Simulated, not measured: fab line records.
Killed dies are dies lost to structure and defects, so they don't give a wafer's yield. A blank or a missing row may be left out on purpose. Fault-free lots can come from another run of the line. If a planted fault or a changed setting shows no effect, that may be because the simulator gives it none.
Which of the tools did it? / flow nandHarc / 10 lots with 30 wafers sampled at 7 steps, on a route of 1159 steps

== WHAT THE GAUGES SHOWED, per wafer ==
NHARC_A_ONON_D1_THK_MEAS_14: measures by ellipsometry. Usual: thkNm at 998 nm, with a standard deviation of 8.
lot=L541; measured=day 9 01:45; on=filmMetro-01; thkNm (nm)=997 1000 996; flag=
lot=L540; measured=day 9 01:48; on=filmMetro-02; thkNm (nm)=991 995 993; flag=
lot=L543; measured=day 9 15:49; on=filmMetro-02; thkNm (nm)=1011 1010 1010; flag=
lot=L542; measured=day 9 15:50; on=filmMetro-01; thkNm (nm)=985 985 987; flag=
lot=L547; measured=day 10 22:41; on=filmMetro-02; thkNm (nm)=989 988 988; flag=
lot=L546; measured=day 10 22:50; on=filmMetro-01; thkNm (nm)=999 1000 999; flag=
lot=L553; measured=day 12 09:56; on=filmMetro-02; thkNm (nm)=1001 999 1000; flag=
lot=L556; measured=day 13 05:04; on=filmMetro-01; thkNm (nm)=1002 1004 1003; flag=
lot=L557; measured=day 13 05:13; on=filmMetro-02; thkNm (nm)=1003 1002 1004; flag=
lot=L558; measured=day 13 14:35; on=filmMetro-02; thkNm (nm)=1001 1001 1002; flag=

NHARC_A_CHANNEL_HOLE_D1_CD_MEAS_30. Usual: cdNm at 90.2 nm, with a standard deviation of 0.87.
lot=L541; measured=day 9 21:10; on=cdSem-02; cdNm (nm)=90.5 90.5 89.4; flag=
lot=L540; measured=day 9 21:28; on=cdSem-03; cdNm (nm)=90.6 89.9 91.0; flag=
lot=L543; measured=day 10 12:07; on=cdSem-01; cdNm (nm)=90.5 90.8 90.6; flag=
lot=L542; measured=day 10 12:26; on=cdSem-02; cdNm (nm)=90.4 90.8 90.7; flag=
lot=L547; measured=day 11 18:55; on=cdSem-01; cdNm (nm)=89.0 88.9 88.5; flag=
lot=L546; measured=day 11 18:07; on=cdSem-02; cdNm (nm)=89.1 89.4 88.5; flag=
lot=L553; measured=day 13 09:18; on=cdSem-03; cdNm (nm)=1.6 -0.4 0.3; flag=OFF
lot=L556; measured=day 14 03:43; on=cdSem-01; cdNm (nm)=0.7 0.1 0.6; flag=OFF
lot=L557; measured=day 14 07:50; on=cdSem-03; cdNm (nm)=0.5 0.3 0.2; flag=OFF
lot=L558; measured=day 14 15:35; on=cdSem-03; cdNm (nm)=91.6 91.7 91.3; flag=

NHARC_END_SORT_01. Usual: killedAtArray 26, standard deviation 8.6; killedAtOther 0.7, standard deviation 0.97; killedAtPeriphery 3.2, standard deviation 2.2; killedDies 30, standard deviation 8.9; killedOpen 3.1, standard deviation 1.8; killedShort 2.2, standard deviation 1.8.
lot=L553; measured=day 24 12:37; on=prober-02; killedAtArray=676 672 673; killedAtOther=0 1 1; killedAtPeriphery=1 4 3; killedDies=677 677 677; killedOpen=3 2 2; killedShort=1 2 4; flag=OFF
lot=L556; measured=day 24 15:41; on=prober-01; killedAtArray=671 675 675; killedAtOther=0 1 0; killedAtPeriphery=6 1 2; killedDies=677 677 677; killedOpen=5 2 3; killedShort=0 1 5; flag=OFF
lot=L557; measured=day 24 20:26; on=prober-02; killedAtArray=676 672 676; killedAtOther=0 0 0; killedAtPeriphery=1 5 1; killedDies=677 677 677; killedOpen=5 4 2; killedShort=0 1 3; flag=OFF

== EACH LOT AND THE TOOL THAT RAN IT (in order: tool; ch and the chambers of the sampled wafers; start) ==
lot=L541; NHARC_A_CHANNEL_HOLE_D1_ETCH_34=rieDiel-09 ch 1,2, day 9 18:02 or earlier; NHARC_A_CHANNEL_HOLE_D1_ETCH_24=harEtch-01 ch 0,1, day 9 18:02; NHARC_A_CHANNEL_HOLE_D1_STRIP_27=rieDiel-10 ch 0,1, day 9 21:10 or earlier; NHARC_A_CHANNEL_HOLE_D1_XSEM_31=xsem-02 ch 0, day 9 21:16
lot=L540; NHARC_A_CHANNEL_HOLE_D1_ETCH_34=rieDiel-10 ch 1,2,3, day 9 18:03 or earlier; NHARC_A_CHANNEL_HOLE_D1_ETCH_24=harEtch-02 ch 0,1, day 9 18:03; NHARC_A_CHANNEL_HOLE_D1_STRIP_27=rieDiel-09 ch 0,2,3, day 9 21:28 or earlier; NHARC_A_CHANNEL_HOLE_D1_XSEM_31=xsem-01 ch 0, day 9 21:34
lot=L543; NHARC_A_CHANNEL_HOLE_D1_ETCH_34=rieDiel-11 ch 0,2,3, day 10 08:43 or earlier; NHARC_A_CHANNEL_HOLE_D1_ETCH_24=harEtch-01 ch 0,1, day 10 08:43; NHARC_A_CHANNEL_HOLE_D1_STRIP_27=rieDiel-11 ch 0,3, day 10 12:07 or earlier; NHARC_A_CHANNEL_HOLE_D1_XSEM_31=xsem-02 ch 0, day 10 12:13
lot=L542; NHARC_A_CHANNEL_HOLE_D1_ETCH_34=rieDiel-09 ch 0,1,3, day 10 09:11 or earlier; NHARC_A_CHANNEL_HOLE_D1_ETCH_24=harEtch-02 ch 0,1, day 10 09:11; NHARC_A_CHANNEL_HOLE_D1_STRIP_27=rieDiel-09 ch 2,3, day 10 12:26 or earlier; NHARC_A_CHANNEL_HOLE_D1_XSEM_31=xsem-01 ch 0, day 10 12:32
lot=L547; NHARC_A_CHANNEL_HOLE_D1_ETCH_34=rieDiel-10 ch 0,2,3, day 11 15:31 or earlier; NHARC_A_CHANNEL_HOLE_D1_ETCH_24=harEtch-02 ch 0,1, day 11 15:31; NHARC_A_CHANNEL_HOLE_D1_STRIP_27=rieDiel-10 ch 1,2,3, day 11 18:55 or earlier; NHARC_A_CHANNEL_HOLE_D1_XSEM_31=xsem-01 ch 0, day 11 19:01
lot=L546; NHARC_A_CHANNEL_HOLE_D1_ETCH_34=rieDiel-11 ch 0,1, day 11 15:06 or earlier; NHARC_A_CHANNEL_HOLE_D1_ETCH_24=harEtch-01 ch 0,1, day 11 15:06; NHARC_A_CHANNEL_HOLE_D1_STRIP_27=rieDiel-11 ch 2,3, day 11 18:07 or earlier; NHARC_A_CHANNEL_HOLE_D1_XSEM_31=xsem-02 ch 0, day 11 18:13
lot=L553; NHARC_A_CHANNEL_HOLE_D1_ETCH_34=rieDiel-10 ch 1,2, day 13 05:16 or earlier; NHARC_A_CHANNEL_HOLE_D1_ETCH_24=harEtch-02 ch 0,1, day 13 05:16; NHARC_A_CHANNEL_HOLE_D1_STRIP_27=rieDiel-09 ch 0,3, day 13 09:18 or earlier; NHARC_A_CHANNEL_HOLE_D1_XSEM_31=xsem-02 ch 0, day 13 09:23
lot=L556; NHARC_A_CHANNEL_HOLE_D1_ETCH_34=rieDiel-10 ch 1,2,3, day 14 00:19 or earlier; NHARC_A_CHANNEL_HOLE_D1_ETCH_24=harEtch-02 ch 0,1, day 14 00:19; NHARC_A_CHANNEL_HOLE_D1_STRIP_27=rieDiel-09 ch 1,2,3, day 14 03:43 or earlier; NHARC_A_CHANNEL_HOLE_D1_XSEM_31=xsem-01 ch 0, day 14 03:48
lot=L557; NHARC_A_CHANNEL_HOLE_D1_ETCH_34=rieDiel-11 ch 0,1,2, day 14 04:28 or earlier; NHARC_A_CHANNEL_HOLE_D1_ETCH_24=harEtch-02 ch 0,1, day 14 04:28; NHARC_A_CHANNEL_HOLE_D1_STRIP_27=rieDiel-10 ch 1,2,3, day 14 07:50 or earlier; NHARC_A_CHANNEL_HOLE_D1_XSEM_31=xsem-02 ch 0, day 14 07:56
lot=L558; NHARC_A_CHANNEL_HOLE_D1_ETCH_34=rieDiel-10 ch 0,1,2, day 14 12:08 or earlier; NHARC_A_CHANNEL_HOLE_D1_ETCH_24=harEtch-01 ch 0,1, day 14 12:08; NHARC_A_CHANNEL_HOLE_D1_STRIP_27=rieDiel-11 ch 1,2, day 14 15:35 or earlier; NHARC_A_CHANNEL_HOLE_D1_XSEM_31=xsem-02 ch 0, day 14 15:40
- NHARC_A_CHANNEL_HOLE_D1_ETCH_34: etches the open film in CF4/CHF3, target depth 154 nm, time 77 s.
- NHARC_A_CHANNEL_HOLE_D1_ETCH_24: etches the open film in C4F8/O2/Ar, time 906.2 s, target depth 1500 nm.
- NHARC_A_CHANNEL_HOLE_D1_STRIP_27: strips in O2.
- NHARC_A_CHANNEL_HOLE_D1_XSEM_31

== AS READ BY THE TOOLS THEMSELVES (means over the sampled wafers that have a number; for cases with no such wafer, the mark the record gives instead) ==
NHARC_A_CHANNEL_HOLE_D1_ETCH_34. Usual: biasW 200.0 W, standard deviation 0.64; cf4FlowSccm 99.98 sccm, standard deviation 0.3; drypumpMotorCurrentA 5.7 A, standard deviation 0.49; mfcArSccm 0.005 sccm, standard deviation 0.01; oesProductAu 0.943 a.u., standard deviation 0.024; rfVppV 370.5 V, standard deviation 2.3; showerheadPlenumPTorr 1.57 Torr, standard deviation 0.062; throttleValvePct 16.802 %, standard deviation 0.0086.
lot=L541; tool=rieDiel-09; biasW (W)=199.7; cf4FlowSccm (sccm)=99.78; drypumpMotorCurrentA (A)=6.0; mfcArSccm (sccm)=0.000; oesProductAu (a.u.)=0.935; rfVppV (V)=372.0; showerheadPlenumPTorr (Torr)=1.59; throttleValvePct (%)=16.807; flag=
lot=L540; tool=rieDiel-10; biasW (W)=199.9; cf4FlowSccm (sccm)=100.24; drypumpMotorCurrentA (A)=5.5; mfcArSccm (sccm)=0.005; oesProductAu (a.u.)=0.966; rfVppV (V)=370.5; showerheadPlenumPTorr (Torr)=1.58; throttleValvePct (%)=16.788; flag=
lot=L543; tool=rieDiel-11; biasW (W)=200.7; cf4FlowSccm (sccm)=99.78; drypumpMotorCurrentA (A)=5.5; mfcArSccm (sccm)=0.013; oesProductAu (a.u.)=0.967; rfVppV (V)=370.8; showerheadPlenumPTorr (Torr)=1.58; throttleValvePct (%)=16.806; flag=
lot=L542; tool=rieDiel-09; biasW (W)=200.1; cf4FlowSccm (sccm)=100.14; drypumpMotorCurrentA (A)=6.0; mfcArSccm (sccm)=0.003; oesProductAu (a.u.)=0.978; rfVppV (V)=371.8; showerheadPlenumPTorr (Torr)=1.62; throttleValvePct (%)=16.800; flag=
lot=L547; tool=rieDiel-10; biasW (W)=199.6; cf4FlowSccm (sccm)=100.25; drypumpMotorCurrentA (A)=5.4; mfcArSccm (sccm)=0.005; oesProductAu (a.u.)=0.930; rfVppV (V)=369.5; showerheadPlenumPTorr (Torr)=1.54; throttleValvePct (%)=16.812; flag=
lot=L546; tool=rieDiel-11; biasW (W)=199.9; cf4FlowSccm (sccm)=100.37; drypumpMotorCurrentA (A)=5.9; mfcArSccm (sccm)=0.000; oesProductAu (a.u.)=0.921; rfVppV (V)=371.1; showerheadPlenumPTorr (Torr)=1.60; throttleValvePct (%)=16.806; flag=
lot=L553; tool=rieDiel-10; biasW (W)=200.0; cf4FlowSccm (sccm)=99.74; drypumpMotorCurrentA (A)=5.2; mfcArSccm (sccm)=0.011; oesProductAu (a.u.)=0.919; rfVppV (V)=371.9; showerheadPlenumPTorr (Torr)=1.62; throttleValvePct (%)=16.801; flag=
lot=L556; tool=rieDiel-10; biasW (W)=200.0; cf4FlowSccm (sccm)=99.66; drypumpMotorCurrentA (A)=5.5; mfcArSccm (sccm)=0.005; oesProductAu (a.u.)=0.929; rfVppV (V)=370.8; showerheadPlenumPTorr (Torr)=1.58; throttleValvePct (%)=16.805; flag=
lot=L557; tool=rieDiel-11; biasW (W)=199.7; cf4FlowSccm (sccm)=100.01; drypumpMotorCurrentA (A)=5.6; mfcArSccm (sccm)=0.013; oesProductAu (a.u.)=0.926; rfVppV (V)=369.4; showerheadPlenumPTorr (Torr)=1.55; throttleValvePct (%)=16.799; flag=
lot=L558; tool=rieDiel-10; biasW (W)=200.4; cf4FlowSccm (sccm)=100.09; drypumpMotorCurrentA (A)=5.6; mfcArSccm (sccm)=0.005; oesProductAu (a.u.)=0.926; rfVppV (V)=370.9; showerheadPlenumPTorr (Torr)=1.58; throttleValvePct (%)=16.797; flag=

NHARC_A_CHANNEL_HOLE_D1_ETCH_24. Usual: c4f8FlowSccm 93.8 sccm, standard deviation 0.32; chamberPressureMTorr 19.998 mTorr, standard deviation 0.017; drypumpMotorCurrentA 5.4 A, standard deviation 0.48; mfcArSccm 374.8 sccm, standard deviation 1.2; showerheadPlenumPTorr 3.70 Torr, standard deviation 0.14; throttleValvePct 32.235 %, standard deviation 0.0097.
lot=L541; tool=harEtch-01; c4f8FlowSccm (sccm)=93.4; chamberPressureMTorr (mTorr)=19.992; drypumpMotorCurrentA (A)=5.8; mfcArSccm (sccm)=375.7; showerheadPlenumPTorr (Torr)=3.56; throttleValvePct (%)=32.230; flag=
lot=L540; tool=harEtch-02; c4f8FlowSccm (sccm)=93.9; chamberPressureMTorr (mTorr)=19.997; drypumpMotorCurrentA (A)=5.0; mfcArSccm (sccm)=374.7; showerheadPlenumPTorr (Torr)=3.82; throttleValvePct (%)=32.225; flag=
lot=L543; tool=harEtch-01; c4f8FlowSccm (sccm)=93.6; chamberPressureMTorr (mTorr)=19.995; drypumpMotorCurrentA (A)=5.8; mfcArSccm (sccm)=375.3; showerheadPlenumPTorr (Torr)=3.56; throttleValvePct (%)=32.237; flag=
lot=L542; tool=harEtch-02; c4f8FlowSccm (sccm)=93.8; chamberPressureMTorr (mTorr)=20.011; drypumpMotorCurrentA (A)=5.0; mfcArSccm (sccm)=374.6; showerheadPlenumPTorr (Torr)=3.82; throttleValvePct (%)=32.243; flag=
lot=L547; tool=harEtch-02; c4f8FlowSccm (sccm)=94.1; chamberPressureMTorr (mTorr)=20.017; drypumpMotorCurrentA (A)=5.0; mfcArSccm (sccm)=374.2; showerheadPlenumPTorr (Torr)=3.81; throttleValvePct (%)=32.237; flag=
lot=L546; tool=harEtch-01; c4f8FlowSccm (sccm)=93.9; chamberPressureMTorr (mTorr)=19.995; drypumpMotorCurrentA (A)=6.0; mfcArSccm (sccm)=374.7; showerheadPlenumPTorr (Torr)=3.55; throttleValvePct (%)=32.239; flag=
lot=L553; tool=harEtch-02; c4f8FlowSccm (sccm)=-; chamberPressureMTorr (mTorr)=-; drypumpMotorCurrentA (A)=-; mfcArSccm (sccm)=-; showerheadPlenumPTorr (Torr)=-; throttleValvePct (%)=-; flag=OFF
lot=L556; tool=harEtch-02; c4f8FlowSccm (sccm)=-; chamberPressureMTorr (mTorr)=-; drypumpMotorCurrentA (A)=-; mfcArSccm (sccm)=-; showerheadPlenumPTorr (Torr)=-; throttleValvePct (%)=-; flag=OFF
lot=L557; tool=harEtch-02; c4f8FlowSccm (sccm)=-; chamberPressureMTorr (mTorr)=-; drypumpMotorCurrentA (A)=-; mfcArSccm (sccm)=-; showerheadPlenumPTorr (Torr)=-; throttleValvePct (%)=-; flag=OFF
lot=L558; tool=harEtch-01; c4f8FlowSccm (sccm)=94.0; chamberPressureMTorr (mTorr)=19.991; drypumpMotorCurrentA (A)=5.7; mfcArSccm (sccm)=373.7; showerheadPlenumPTorr (Torr)=3.54; throttleValvePct (%)=32.235; flag=

NHARC_A_CHANNEL_HOLE_D1_STRIP_27. Usual: drypumpMotorCurrentA 5.8 A, standard deviation 0.46; mfcArSccm 0.004 sccm, standard deviation 0.011; oesProductAu 1.003 a.u., standard deviation 0.0074; rfVppV 57.9 V, standard deviation 0.89; showerheadPlenumPTorr 3.55 Torr, standard deviation 0.13; throttleValvePct 17.036 %, standard deviation 0.0091.
lot=L541; tool=rieDiel-10; drypumpMotorCurrentA (A)=6.1; mfcArSccm (sccm)=0.000; oesProductAu (a.u.)=1.005; rfVppV (V)=57.2; showerheadPlenumPTorr (Torr)=3.44; throttleValvePct (%)=17.027; flag=
lot=L540; tool=rieDiel-09; drypumpMotorCurrentA (A)=6.0; mfcArSccm (sccm)=0.003; oesProductAu (a.u.)=1.008; rfVppV (V)=57.1; showerheadPlenumPTorr (Torr)=3.54; throttleValvePct (%)=17.022; flag=
lot=L543; tool=rieDiel-11; drypumpMotorCurrentA (A)=5.7; mfcArSccm (sccm)=0.000; oesProductAu (a.u.)=1.002; rfVppV (V)=58.1; showerheadPlenumPTorr (Torr)=3.66; throttleValvePct (%)=17.035; flag=
lot=L542; tool=rieDiel-09; drypumpMotorCurrentA (A)=5.6; mfcArSccm (sccm)=0.005; oesProductAu (a.u.)=1.009; rfVppV (V)=57.8; showerheadPlenumPTorr (Torr)=3.53; throttleValvePct (%)=17.044; flag=
lot=L547; tool=rieDiel-10; drypumpMotorCurrentA (A)=5.5; mfcArSccm (sccm)=0.005; oesProductAu (a.u.)=1.003; rfVppV (V)=57.5; showerheadPlenumPTorr (Torr)=3.53; throttleValvePct (%)=17.032; flag=
lot=L546; tool=rieDiel-11; drypumpMotorCurrentA (A)=5.3; mfcArSccm (sccm)=0.013; oesProductAu (a.u.)=0.994; rfVppV (V)=57.8; showerheadPlenumPTorr (Torr)=3.54; throttleValvePct (%)=17.025; flag=
lot=L553; tool=rieDiel-09; drypumpMotorCurrentA (A)=5.8; mfcArSccm (sccm)=0.005; oesProductAu (a.u.)=1.006; rfVppV (V)=58.0; showerheadPlenumPTorr (Torr)=3.56; throttleValvePct (%)=17.035; flag=
lot=L556; tool=rieDiel-09; drypumpMotorCurrentA (A)=5.8; mfcArSccm (sccm)=0.003; oesProductAu (a.u.)=1.009; rfVppV (V)=57.9; showerheadPlenumPTorr (Torr)=3.59; throttleValvePct (%)=17.036; flag=
lot=L557; tool=rieDiel-10; drypumpMotorCurrentA (A)=5.6; mfcArSccm (sccm)=0.005; oesProductAu (a.u.)=0.994; rfVppV (V)=57.9; showerheadPlenumPTorr (Torr)=3.53; throttleValvePct (%)=17.043; flag=
lot=L558; tool=rieDiel-11; drypumpMotorCurrentA (A)=5.6; mfcArSccm (sccm)=0.013; oesProductAu (a.u.)=1.002; rfVppV (V)=57.8; showerheadPlenumPTorr (Torr)=3.39; throttleValvePct (%)=17.029; flag=

NHARC_A_CHANNEL_HOLE_D1_XSEM_31. Usual: botCdNm 74.8 nm, standard deviation 0.98; bowNm 8.63 nm, standard deviation 0.26; tiltDeg 0.09 degrees, standard deviation 0.042.
lot=L541; tool=xsem-02; botCdNm (nm)=74.5; bowNm (nm)=8.38; tiltDeg (degrees)=0.09; flag=
lot=L540; tool=xsem-01; botCdNm (nm)=75.1; bowNm (nm)=8.63; tiltDeg (degrees)=0.04; flag=
lot=L543; tool=xsem-02; botCdNm (nm)=74.6; bowNm (nm)=9.03; tiltDeg (degrees)=0.09; flag=
lot=L542; tool=xsem-01; botCdNm (nm)=75.6; bowNm (nm)=8.92; tiltDeg (degrees)=0.10; flag=
lot=L547; tool=xsem-01; botCdNm (nm)=74.0; bowNm (nm)=8.74; tiltDeg (degrees)=0.10; flag=
lot=L546; tool=xsem-02; botCdNm (nm)=73.4; bowNm (nm)=8.58; tiltDeg (degrees)=0.06; flag=
lot=L553; tool=xsem-02; botCdNm (nm)=1.1; bowNm (nm)=0.36; tiltDeg (degrees)=0.11; flag=OFF
lot=L556; tool=xsem-01; botCdNm (nm)=1.0; bowNm (nm)=0.92; tiltDeg (degrees)=0.09; flag=OFF
lot=L557; tool=xsem-02; botCdNm (nm)=1.2; bowNm (nm)=0.23; tiltDeg (degrees)=0.16; flag=OFF
lot=L558; tool=xsem-02; botCdNm (nm)=76.3; bowNm (nm)=8.76; tiltDeg (degrees)=0.12; flag=

== THE ANSWER, worked out from the rows above alone ==
Rule: a lot is off if the mean of its wafers that have a number lies more than 3 standard deviations from the usual mean. A lot without any number at a reading at which 4 lots or more have one is off too. All remaining lots with rows at the step are treated as sound. The gauges are gone through in route order, then the tools' own readings, and for those a lot's mean is taken as printed above. At the first step where some lot is off, the reading lying furthest off is the one used; lots without a number count as furthest.
Off, at NHARC_A_CHANNEL_HOLE_D1_CD_MEAS_30 on cdNm: L553, L556, L557.
A tool fits if, at a process step before that reading, it ran every lot that is off, and no sound lot after the first of them. The gauges at NHARC_A_CHANNEL_HOLE_D1_CD_MEAS_30 aren't tried: what is off there is off at NHARC_END_SORT_01 too, on other tools, and a gauge's error can't cause that. With no start given for some of its lots, NHARC_A_CHANNEL_HOLE_D1_ETCH_34 uses the hours and lot order of NHARC_A_CHANNEL_HOLE_D1_ETCH_24. With no start given for some of its lots, NHARC_A_CHANNEL_HOLE_D1_STRIP_27 uses the hours and lot order of NHARC_A_CHANNEL_HOLE_D1_CD_MEAS_30. One fits: harEtch-02 at NHARC_A_CHANNEL_HOLE_D1_ETCH_24. Its last sound lot is L547 (day 11 15:31), its first lot that is off L553 (day 13 05:16): a fault that began between those two fits.
Blank at NHARC_A_CHANNEL_HOLE_D1_ETCH_24 on the lots that are off, where sound lots have numbers: c4f8FlowSccm, chamberPressureMTorr, drypumpMotorCurrentA, mfcArSccm, showerheadPlenumPTorr, throttleValvePct.

== WHAT HAD BEEN PUT IN BY THE SIMULATOR ==
Beginning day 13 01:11, the whole step at NHARC_A_CHANNEL_HOLE_D1_ETCH_24 was skipped on harEtch-02. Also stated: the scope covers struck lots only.
Struck lots among those shown: L553, L556, L557. The rule above found the same.
